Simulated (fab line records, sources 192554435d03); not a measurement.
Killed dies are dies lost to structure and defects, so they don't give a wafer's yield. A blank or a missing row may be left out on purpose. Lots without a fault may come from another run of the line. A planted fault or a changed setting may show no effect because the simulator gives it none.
Split-lot experiment | flow n5_finfet | 7 lots, 21 wafers read, on a route of 1938 steps

THE SPLIT
At N5_SD_EPI_N_EPI_21 (deposits Si:P, time 690 s), the setting temp_c was moved away from the recipe's 680 C on 6 of the 21 wafers read, by -0.5% to +0.5%. The other wafers ran this setting at the recipe's value.

The file shows no step between the split and the reading.

THE READING
Si-P_of_SD_EPI_N_EPI_21.thk_nm (the simulator's own value, which no gauge read), in nm, at N5_SD_EPI_N_PRECLEAN_24 (cleans in O3/DIW, time 60 s). The file gives no usual value for it. The 15 wafers here that ran the recipe average 58.8 nm, standard deviation 0.95 nm.

wafer  | tool, chamber at the split | temp_c as run, C | against the recipe | Si-P_of_SD_EPI_N_EPI_21.thk_nm, nm | against lot-mates on the recipe
L078.1 | epi_rpcvd-04, 0            | 676.3            | -0.5%              | 54.2                               | -4.8
L078.4 | epi_rpcvd-04, 0            | 680              | recipe             | 58.8                               | -
L078.5 | epi_rpcvd-04, 0            | 680              | recipe             | 59.2                               | -
L081.2 | epi_rpcvd-04, 0            | 680              | recipe             | 56.2                               | -
L081.3 | epi_rpcvd-04, 0            | 677.5            | -0.4%              | 54.6                               | -1.6
L081.5 | epi_rpcvd-04, 0            | 677.5            | -0.4%              | 54.8                               | -1.4
L080.3 | epi_rpcvd-01, 0            | 680              | recipe             | 59.8                               | -
L080.4 | epi_rpcvd-01, 0            | 680              | recipe             | 59                                 | -
L080.6 | epi_rpcvd-01, 0            | 680              | recipe             | 59.6                               | -
L088.1 | epi_rpcvd-01, 0            | 680              | recipe             | 59.8                               | -
L088.3 | epi_rpcvd-01, 0            | 683.5            | +0.5%              | 64                                 | +4.1
L088.5 | epi_rpcvd-01, 0            | 680              | recipe             | 60                                 | -
L091.1 | epi_rpcvd-01, 0            | 680              | recipe             | 57.6                               | -
L091.2 | epi_rpcvd-01, 0            | 680              | recipe             | 58.8                               | -
L091.6 | epi_rpcvd-01, 0            | 680              | recipe             | 59.2                               | -
L093.1 | epi_rpcvd-04, 0            | 680              | recipe             | 59                                 | -
L093.2 | epi_rpcvd-04, 0            | 680              | recipe             | 58                                 | -
L093.4 | epi_rpcvd-04, 0            | 680              | recipe             | 59.2                               | -
L096.2 | epi_rpcvd-04, 0            | 683.5            | +0.5%              | 61.4                               | +3.0
L096.5 | epi_rpcvd-04, 0            | 680              | recipe             | 58.4                               | -
L096.6 | epi_rpcvd-04, 0            | 683.5            | +0.5%              | 62.2                               | +3.8

THE FIT
A straight line over all 21 wafers: Si-P_of_SD_EPI_N_EPI_21.thk_nm changes by +8.32 nm for each +1% of temp_c; r = +0.91; the points scatter about the line by 1 nm.
The same after taking each lot's own level away (the mean of its wafers on the recipe; 21 wafers): +6.84 nm for each +1%; r = +0.95; scatter 0.59 nm.
On that fit, the largest move of temp_c shifts the reading by 3.7 nm.
The lots' own levels span 56.20 to 59.90 nm, that is 3.9 times the standard deviation above.
So the lot-to-lot level changes the slope: the two fits differ.
Check: with one of the wafers moved furthest among these (-0.5%) left out of the fit, the line predicts -3.23 nm for it against its lot-mates. It came out at -4.8 nm against them.

OTHER SPLITS ON THESE WAFERS
These wafers also went through other splits before the reading. Each is held against what the fit with the lots' levels taken away leaves over:
other split on the same wafers  | wafers away from the commonest value | r with Si-P_of_SD_EPI_N_EPI_21.thk_nm (lot level and that fit taken away)
N5_DUMMY_GATE_EXPOSE_12 dose_mj | 5                                    | -0.23

THE WHOLE CHAIN: every reading that the file lists as answering this split, in the file's order
step                    | what it does                | reading                                                                         | change (the file's fit)              | r (the file's)
N5_SD_EPI_N_EPI_21      | deposits Si:P, time 690 s   | Si-P_of_SD_EPI_N_EPI_21.thk_nm (the simulator's own value, which no gauge read) | +7.47 nm for each +1% of the setting | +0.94
N5_SD_EPI_N_PRECLEAN_24 | cleans in O3/DIW, time 60 s | Si-P_of_SD_EPI_N_EPI_21.thk_nm (the simulator's own value, which no gauge read) | +7.31 nm for each +1% of the setting | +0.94

THE FILE'S OWN FIT
Si-P_of_SD_EPI_N_EPI_21.thk_nm changes by +7.31 nm for each +1% of temp_c, r = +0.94.
